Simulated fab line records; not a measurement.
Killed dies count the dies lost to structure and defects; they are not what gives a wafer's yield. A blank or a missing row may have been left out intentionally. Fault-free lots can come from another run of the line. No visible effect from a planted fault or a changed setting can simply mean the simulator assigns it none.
Split-lot trial / flow n5 finfet / 7 lots, 21 wafers read, on a route of 1938 steps

## SPLIT DETAILS
At N5_BEOL_M11_DESCUM_16 (chemistry O2, time 7.9 s), the setting time s was moved away from the recipe's 7.9 s on 10 of the 21 wafers read, by -21.1% to +22.1%. The other wafers ran this setting at the recipe's value.

Reading taken at the split's own step.

## THE READING
CAR-ArF_of_BEOL_M11_COAT_05.thk nm (the simulator's own value, which no gauge read), in nm, at N5_BEOL_M11_DESCUM_16 (chemistry O2, time 7.9 s). The file gives no usual value for it. The 11 wafers here that ran the recipe average 83.6 nm, standard deviation 0.26 nm.

wafer=L074.1; tool, chamber at the split=rie diel-02, 3; time s as run, s=7.9; against the recipe=recipe; CAR-ArF_of_BEOL_M11_COAT_05.thk nm, nm=84; against lot-mates on the recipe=-
wafer=L074.2; tool, chamber at the split=rie diel-02, 2; time s as run, s=6.237; against the recipe=-21.1%; CAR-ArF_of_BEOL_M11_COAT_05.thk nm, nm=84.6; against lot-mates on the recipe=+0.6
wafer=L074.5; tool, chamber at the split=rie diel-02, 3; time s as run, s=6.237; against the recipe=-21.1%; CAR-ArF_of_BEOL_M11_COAT_05.thk nm, nm=84.8; against lot-mates on the recipe=+0.8
wafer=L075.1; tool, chamber at the split=rie diel-06, 2; time s as run, s=6.639; against the recipe=-16.0%; CAR-ArF_of_BEOL_M11_COAT_05.thk nm, nm=84.2; against lot-mates on the recipe=+0.8
wafer=L075.6; tool, chamber at the split=rie diel-06, 2; time s as run, s=6.639; against the recipe=-16.0%; CAR-ArF_of_BEOL_M11_COAT_05.thk nm, nm=84.2; against lot-mates on the recipe=+0.8
wafer=L075.4; tool, chamber at the split=rie diel-06, 3; time s as run, s=7.9; against the recipe=recipe; CAR-ArF_of_BEOL_M11_COAT_05.thk nm, nm=83.4; against lot-mates on the recipe=-
wafer=L079.1; tool, chamber at the split=rie diel-06, 3; time s as run, s=6.441; against the recipe=-18.5%; CAR-ArF_of_BEOL_M11_COAT_05.thk nm, nm=84.8; against lot-mates on the recipe=+1.2
wafer=L079.4; tool, chamber at the split=rie diel-06, 0; time s as run, s=6.441; against the recipe=-18.5%; CAR-ArF_of_BEOL_M11_COAT_05.thk nm, nm=85; against lot-mates on the recipe=+1.4
wafer=L079.5; tool, chamber at the split=rie diel-06, 1; time s as run, s=7.9; against the recipe=recipe; CAR-ArF_of_BEOL_M11_COAT_05.thk nm, nm=83.6; against lot-mates on the recipe=-
wafer=L081.1; tool, chamber at the split=rie diel-06, 2; time s as run, s=8.356; against the recipe=+5.8%; CAR-ArF_of_BEOL_M11_COAT_05.thk nm, nm=82.6; against lot-mates on the recipe=-0.7
wafer=L081.3; tool, chamber at the split=rie diel-06, 0; time s as run, s=7.9; against the recipe=recipe; CAR-ArF_of_BEOL_M11_COAT_05.thk nm, nm=83.2; against lot-mates on the recipe=-
wafer=L081.5; tool, chamber at the split=rie diel-06, 3; time s as run, s=7.9; against the recipe=recipe; CAR-ArF_of_BEOL_M11_COAT_05.thk nm, nm=83.4; against lot-mates on the recipe=-
wafer=L085.1; tool, chamber at the split=rie diel-02, 1; time s as run, s=7.9; against the recipe=recipe; CAR-ArF_of_BEOL_M11_COAT_05.thk nm, nm=83.4; against lot-mates on the recipe=-
wafer=L085.4; tool, chamber at the split=rie diel-02, 2; time s as run, s=7.9; against the recipe=recipe; CAR-ArF_of_BEOL_M11_COAT_05.thk nm, nm=83.6; against lot-mates on the recipe=-
wafer=L085.6; tool, chamber at the split=rie diel-02, 3; time s as run, s=7.9; against the recipe=recipe; CAR-ArF_of_BEOL_M11_COAT_05.thk nm, nm=83.8; against lot-mates on the recipe=-
wafer=L086.1; tool, chamber at the split=rie diel-03, 1; time s as run, s=7.9; against the recipe=recipe; CAR-ArF_of_BEOL_M11_COAT_05.thk nm, nm=83.4; against lot-mates on the recipe=-
wafer=L086.4; tool, chamber at the split=rie diel-03, 0,1; time s as run, s=9.643; against the recipe=+22.1%; CAR-ArF_of_BEOL_M11_COAT_05.thk nm, nm=82.4; against lot-mates on the recipe=-1.0
wafer=L086.6; tool, chamber at the split=rie diel-03, 0,1; time s as run, s=9.643; against the recipe=+22.1%; CAR-ArF_of_BEOL_M11_COAT_05.thk nm, nm=82.4; against lot-mates on the recipe=-1.0
wafer=L092.1; tool, chamber at the split=rie diel-02, 1; time s as run, s=7.9; against the recipe=recipe; CAR-ArF_of_BEOL_M11_COAT_05.thk nm, nm=83.8; against lot-mates on the recipe=-
wafer=L092.3; tool, chamber at the split=rie diel-02, 3; time s as run, s=9.45; against the recipe=+19.6%; CAR-ArF_of_BEOL_M11_COAT_05.thk nm, nm=82.8; against lot-mates on the recipe=-1.1
wafer=L092.5; tool, chamber at the split=rie diel-02, 0; time s as run, s=7.9; against the recipe=recipe; CAR-ArF_of_BEOL_M11_COAT_05.thk nm, nm=84; against lot-mates on the recipe=-
If several chambers appear in one row, that row covers several wafers at once and the file leaves open which wafer was in which chamber.

FIT RESULTS
A straight line over all 21 wafers: CAR-ArF_of_BEOL_M11_COAT_05.thk nm changes by -0.0544 nm for each +1% of time s; r = -0.93; the points scatter about the line by 0.29 nm.
The same after taking each lot's own level away (the mean of its wafers on the recipe; 21 wafers): -0.0499 nm for each +1%; r = -0.95; scatter 0.22 nm.
The reading moves by 1.1 nm for the largest change in time s, on that fit.
The span of the lots' own levels, 83.30 to 84.00 nm, comes to 2.7 times the standard deviation stated above.
Consequently the slope shifts little with the lot-to-lot level, the two slopes agreeing.
Check: -1.15 nm against its lot-mates is what the line predicts for one of the wafers moved furthest among these (+22.1%) when that wafer is left out of the fit. It came out at -1 nm against them.

## THE OTHER SPLITS THESE WAFERS WENT THROUGH
Note: prior to the reading, these wafers also went through further splits. Each is held against what the fit with the lots' levels taken away leaves over:
other split on the same wafers=N5_BEOL_M9_EXPOSE_08 dose mj; wafers away from the commonest value=10; r with CAR-ArF_of_BEOL_M11_COAT_05.thk nm (lot level and that fit taken away)=-0.08
other split on the same wafers=N5_BEOL_M10_ILD_DEP_00 time s; wafers away from the commonest value=7; r with CAR-ArF_of_BEOL_M11_COAT_05.thk nm (lot level and that fit taken away)=+0.40

## THE FILE'S OWN FIT
CAR-ArF_of_BEOL_M11_COAT_05.thk nm changes by -0.051 nm for each +1% of time s, r = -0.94.
